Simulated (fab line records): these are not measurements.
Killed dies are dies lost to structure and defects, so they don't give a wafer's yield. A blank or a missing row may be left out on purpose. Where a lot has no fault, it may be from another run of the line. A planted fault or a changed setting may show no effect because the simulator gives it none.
Split-lot trial -- flow n5-finfet -- route with 1938 steps; 7 lots, 39 wafers read

## ABOUT THE SPLIT
At N5_PASSIVATION_DEVELOP_43 (develop time 60 s), the setting develop-time-s was moved away from the recipe's 60 s on 15 of the 39 wafers read, by -45.0% to +56.8%. This setting was run at the recipe's value on the other wafers.

## FROM THE SPLIT TO THE READING: what the file shows between them, 1 step
- N5_PASSIVATION_HARDBAKE_45: time 120 s

## THE READING
cd-nm (nm) at N5_PASSIVATION_CD_MEAS_44, where the cd target is 40000 nm. Fault-free wafers of this fab line usually give 39997 nm, standard deviation 4.6 nm.

wafer,"tool, chamber at the split","develop-time-s as run, s",against the recipe,"cd-nm, nm",against lot-mates on the recipe
L074.1,"litho-track-05, 0",82.05,+36.7%,40006,+9
L074.2,"litho-track-05, 0",82.05,+36.7%,40010,+13
L074.3,"litho-track-05, 0",60,recipe,39995,-
L074.4,"litho-track-05, 0",60,recipe,39998,-
L074.5,"litho-track-05, 0",60,recipe,39997,-
L074.6,"litho-track-05, 0",82.05,+36.7%,40010,+13
L075.1,"litho-track-03, 0",94.06,+56.8%,40012,+17
L075.2,"litho-track-03, 0",60,recipe,39996,-
L075.3,"litho-track-03, 0",60,recipe,39992,-
L075.4,"litho-track-03, 0",60,recipe,39997,-
L075.5,"litho-track-03, 0",94.06,+56.8%,40013,+18
L075.6,"litho-track-03, 0",94.06,+56.8%,40012,+17
L077.1,"litho-track-03, 0",88.4,+47.3%,40011,+17
L077.2,"litho-track-03, 0",60,recipe,39994,-
L077.3,"litho-track-03, 0",88.4,+47.3%,40015,+21
L077.4,"litho-track-03, 0",88.4,+47.3%,40014,+20
L077.5,"litho-track-03, 0",60,recipe,39991,-
L077.6,"litho-track-03, 0",60,recipe,39997,-
L087.1,"litho-track-02, 0",60,recipe,40003,-
L087.2,"litho-track-02, 0",60,recipe,40006,-
L087.3,"litho-track-02, 0",60,recipe,40005,-
L087.4,"litho-track-02, 0",60,recipe,40004,-
L087.5,"litho-track-02, 0",60,recipe,40001,-
L087.6,"litho-track-02, 0",60,recipe,40007,-
L091.1,"litho-track-05, 0",81.43,+35.7%,40003,+11
L091.2,"litho-track-05, 0",60,recipe,39992,-
L091.3,"litho-track-05, 0",81.43,+35.7%,40012,+20
L091.4,"litho-track-05, 0",81.43,+35.7%,40002,+10
L091.5,"litho-track-05, 0",60,recipe,39995,-
L091.6,"litho-track-05, 0",60,recipe,39990,-
L095.2,"litho-track-05, 0",60,recipe,39992,-
L095.4,"litho-track-05, 0",60,recipe,39994,-
L095.6,"litho-track-05, 0",60,recipe,39993,-
L094.1,"litho-track-03, 0",33.03,-45.0%,39973,-25
L094.2,"litho-track-03, 0",33.03,-45.0%,39973,-25
L094.3,"litho-track-03, 0",60,recipe,39994,-
L094.4,"litho-track-03, 0",60,recipe,40002,-
L094.5,"litho-track-03, 0",33.03,-45.0%,39972,-26
L094.6,"litho-track-03, 0",60,recipe,39997,-

THE FIT
A straight line over all 39 wafers: cd-nm changes by +0.363 nm for each +1% of develop-time-s; r = +0.89; the points scatter about the line by 5 nm.
The same after taking each lot's own level away (the mean of its wafers on the recipe; 39 wafers): +0.406 nm for each +1%; r = +0.96; scatter 3.2 nm.
Per that fit: largest develop-time-s move, reading shift of 23 nm.
Measured against the standard deviation above, the lots' own levels, which go from 39992.3 to 40004.3 nm, span 2.6 times it.
Hence the slope depends on the lot-to-lot level, as the two fits are not the same.
Check: with one of the wafers moved furthest among these (+56.8%) left out of the fit, the line predicts +22.4 nm for it against its lot-mates. Against them it came out at +17 nm.

## ADDITIONAL SPLITS CARRIED BY THESE WAFERS
These wafers also went through other splits before the reading. Each is held against what the fit with the lots' levels taken away leaves over:
other split on the same wafers,wafers away from the commonest value,r with cd-nm (lot level and that fit taken away)
N5_BEOL_M5_DEP_56 target-thk-a,15,-0.22
N5_BEOL_M6_VIA_ETCH_34 target-depth-a,12,+0.17
N5_BEOL_M11_TRENCH_ETCH_37 target-depth-a,15,-0.09
N5_BEOL_M14_SPUTTER_43 time-s,15,+0.07

## FILE'S OWN FIT
cd-nm changes by +0.389 nm for each +1% of develop-time-s, r = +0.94.
